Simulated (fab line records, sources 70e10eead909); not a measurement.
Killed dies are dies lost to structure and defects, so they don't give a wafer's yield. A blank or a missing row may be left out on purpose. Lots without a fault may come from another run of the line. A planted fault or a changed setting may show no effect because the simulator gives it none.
Chamber matching | flow nand_harc | NHARC_A_STAIRCASE_DESCUM_219 on rie_diel-07: 4 sister chambers
The step chemistry O2, time 3 s. 18 wafers are shown with their chamber, then 9 later ones without.

WAFERS WITH THEIR CHAMBER
wafer  | chamber | showerhead_plenum_p_Torr (Torr) | rf_vpp_V (V) | oes_product_au (a.u.)
L076.1 | 0       | 1.95                            | 58.1         | 1.006
L076.4 | 3       | 1.86                            | 57.3         | 0.997
L076.6 | 3       | 1.85                            | 57.8         | 1.000
L078.2 | 1       | 2.04                            | 59.1         | 0.991
L078.3 | 0       | 1.95                            | 58.4         | 0.999
L078.4 | 2       | 1.92                            | 57.1         | 1.004
L081.2 | 3       | 1.85                            | 57.3         | 1.002
L081.5 | 3       | 1.85                            | 58.7         | 1.001
L081.6 | 2       | 1.92                            | 57.8         | 1.002
L087.2 | 1       | 2.04                            | 59.0         | 0.992
L087.3 | 2       | 1.92                            | 56.5         | 0.998
L087.5 | 1       | 2.04                            | 58.7         | 1.005
L090.2 | 3       | 1.84                            | 57.6         | 0.993
L090.3 | 1       | 2.03                            | 57.6         | 1.005
L090.4 | 2       | 1.91                            | 57.3         | 1.013
L091.2 | 0       | 1.93                            | 57.6         | 0.995
L091.4 | 2       | 1.91                            | 58.8         | 1.002
L091.5 | 0       | 1.93                            | 57.2         | 0.993

SIGNATURES (means of the wafers above)
reading                  | chamber 0 | chamber 1 | chamber 2 | chamber 3 | scatter within a chamber
showerhead_plenum_p_Torr | 1.9400    | 2.0375    | 1.9160    | 1.8500    | 0.00754
rf_vpp_V                 | 57.825    | 58.600    | 57.500    | 57.740    | 0.686
oes_product_au           | 0.99825   | 0.99825   | 1.00380   | 0.99860   | 0.00573
Rule: a wafer's distance from a chamber is the root of the sum, over the readings, of the square of ((its reading less the chamber's mean) divided by the reading's scatter). The wafer belongs to the nearest chamber; if the next one is less than 2 further off, it can't be placed. The scatter: the root of (the sum of the squares of (reading less its chamber's mean) over the shown wafers, divided by (wafers less chambers)).

WAFERS WITHOUT THEIR CHAMBER
wafer  | showerhead_plenum_p_Torr (Torr) | rf_vpp_V (V) | oes_product_au (a.u.)
L092.1 | 1.91                            | 58.4         | 1.015
L092.3 | 1.84                            | 57.7         | 0.993
L092.6 | 1.91                            | 58.7         | 1.006
L094.1 | 1.84                            | 57.2         | 0.988
L094.2 | 2.03                            | 59.5         | 0.995
L094.4 | 1.91                            | 57.3         | 1.008
L093.1 | 1.93                            | 57.9         | 0.992
L093.4 | 2.03                            | 56.0         | 1.004
L093.6 | 2.03                            | 57.7         | 0.997

WHICH CHAMBER EACH WENT THROUGH
wafer  | from the rows above     | in truth
L092.1 | 2                       | 2
L092.3 | 3                       | 3
L092.6 | 2                       | 2
L094.1 | 3                       | 3
L094.2 | 1                       | 1
L094.4 | 2                       | 2
L093.1 | can't be placed: 0 or 2 | 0
L093.4 | 1                       | 1
L093.6 | 1                       | 1
Placed correctly: 8 of 9. Can't be placed from these rows: 1 (the true chamber is among the candidates in 1). Placed wrongly: 0.
